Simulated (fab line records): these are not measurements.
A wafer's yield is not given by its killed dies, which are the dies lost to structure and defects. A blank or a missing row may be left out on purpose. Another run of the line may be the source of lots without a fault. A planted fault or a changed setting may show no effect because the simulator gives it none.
Comparing a struck lot with a sound one :: flow n5-finfet :: 16 out of 1938 route steps
Sound: wafers L896.1, L896.4, L896.5. Struck: wafers L901.1, L901.4, L901.6. At the end, the cause is stated.
Order at every step that has rows: each side's tool, ch and its chambers, its first start. Under that, the readings that differ: sound wafers :: struck wafers :: difference of the means :: sigmas: that difference in standard deviations of wafers without a fault.
alike: readings whose means differ by less than 2 such deviations, and words and numbers that are the same on both sides. not compared: withheld readings, readings that some wafer has no value for, bounds like >300 that may hide the same value, and numbers for which the record gives no deviation and whose values overlap.
A row with sigmas, a row that says differs or no value, or rows on one side alone: a step with any of these is where the two part. When numbers do not overlap yet have no deviation, they are printed without sigmas and do not part them. Lack of a reading on every wafer of one side parts them only where that side has two or more wafers.

first, 2 steps without rows for these wafers: N5_STI_FIN_REVEAL_STRIP_35 (strips Si3N4 in H3PO4, target depth 4 nm, time 39 s); N5_STI_FIN_REVEAL_SRD_21 (time 30 s).
N5_STI_FIN_REVEAL_OXIDATION_33: chemistry O2 PLASMA REMOTE, time 20 s.
  sound on plasma-asher-01 ch 0,1, day 4 20:04; struck on plasma-asher-02 ch 1, day 6 00:22
  alike: drypump-motor-current-A, heater-power-w, rf-fwd-power-W
  not compared: rf-hours-counter-h
then, 2 steps without rows for these wafers: N5_STI_FIN_REVEAL_CLEAN_19 (cleans in O3/DIW, time 120 s); N5_STI_FIN_REVEAL_SRD_23 (time 30 s).
N5_STI_FIN_REVEAL_CD_MEAS_22: target cd 6.238 nm, pitch 28 nm.
  sound on cd-sem-03, day 4 20:13; struck on cd-sem-03, day 6 00:32
  alike: cd-nm
N5_STI_FIN_REVEAL_FIN_H_MEAS_10:
  sound on ocd-02, day 4 20:15; struck on ocd-02, day 6 00:34
  alike: trench-depth-nm
then, 2 steps without rows for these wafers: N5_STI_FIN_REVEAL_PRECLEAN_18 (cleans in SC2, time 45 s); N5_STI_FIN_REVEAL_SRD_28 (time 30 s).
N5_STI_FIN_REVEAL_INSPECT_13: inspects for defects (darkfield).
  sound on defect-inspect-02, day 4 20:20; struck on defect-inspect-01, day 6 00:39
  alike: raw-defect-count
then, 2 steps without rows for these wafers: N5_DUMMY_GATE_PRECLEAN_00 (cleans in O3/DIW, time 60 s); N5_DUMMY_GATE_SRD_01 (time 30 s).
N5_DUMMY_GATE_ALD_02: deposits SiO2, target thk 2 nm, pulse time 1 s.
  sound on ald-sin-01 ch 0,1, day 4 20:46; struck on ald-sin-01 ch 1,2, day 6 00:44
reading: susceptor-temp-C (C)
sound: 299.82 300.08 300.08
struck: 296.00 295.98 296.07
difference: -3.98
sigmas: -21
  alike: heater-power-w, precursor-pulse-height-rel
then, 1 step without rows for these wafers: N5_DUMMY_GATE_CVD_03 (deposits a-Si from SiH4, target thk 150 nm, time 8042 s).
-- here the record skips 5 days between the struck wafers' starts before and after, leaving off in module DUMMY_GATE and picking up in module BEOL_M4 (first step shown: number 1111 of the route) --
N5_BEOL_M4_RC_MEAS_101:
  sound on prober-01 ch 0, day 10 08:47; struck on prober-02 ch 0, day 11 09:31
  alike: DIBL_N, DIBL_P, IOFF_N, IOFF_P, ION_N, ION_P, SS_N, SS_P, VT_N, VT_P
-- the record jumps here: 5 days lie between the struck wafers' starts before and after (it left off in module BEOL_M4 and takes up again in module PASSIVATION, whose first step shown is number 1936 of the route) --
N5_PASSIVATION_PROBE_49:
  sound on prober-01, day 14 13:29; struck on prober-02, day 16 03:42
  alike: defect-limited-yield, killed_at_M0_to_M3, killed_at_M4_up, killed-at-contacts, killed-at-front-end, killed-at-other, killed-dies, killed-open, killed-short, sort_bin_5_function, sort_bin_6_memory, sort-n-pass, sort-yield-pct

WHERE THEY PART
N5_DUMMY_GATE_ALD_02 only, going by this record. Later steps at which nothing parts them and some readings are alike: N5_BEOL_M4_RC_MEAS_101, N5_PASSIVATION_PROBE_49.

WHY: what had been put in by the simulator
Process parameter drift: ald-sin-01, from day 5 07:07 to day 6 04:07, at N5_DUMMY_GATE_ALD_02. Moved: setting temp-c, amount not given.
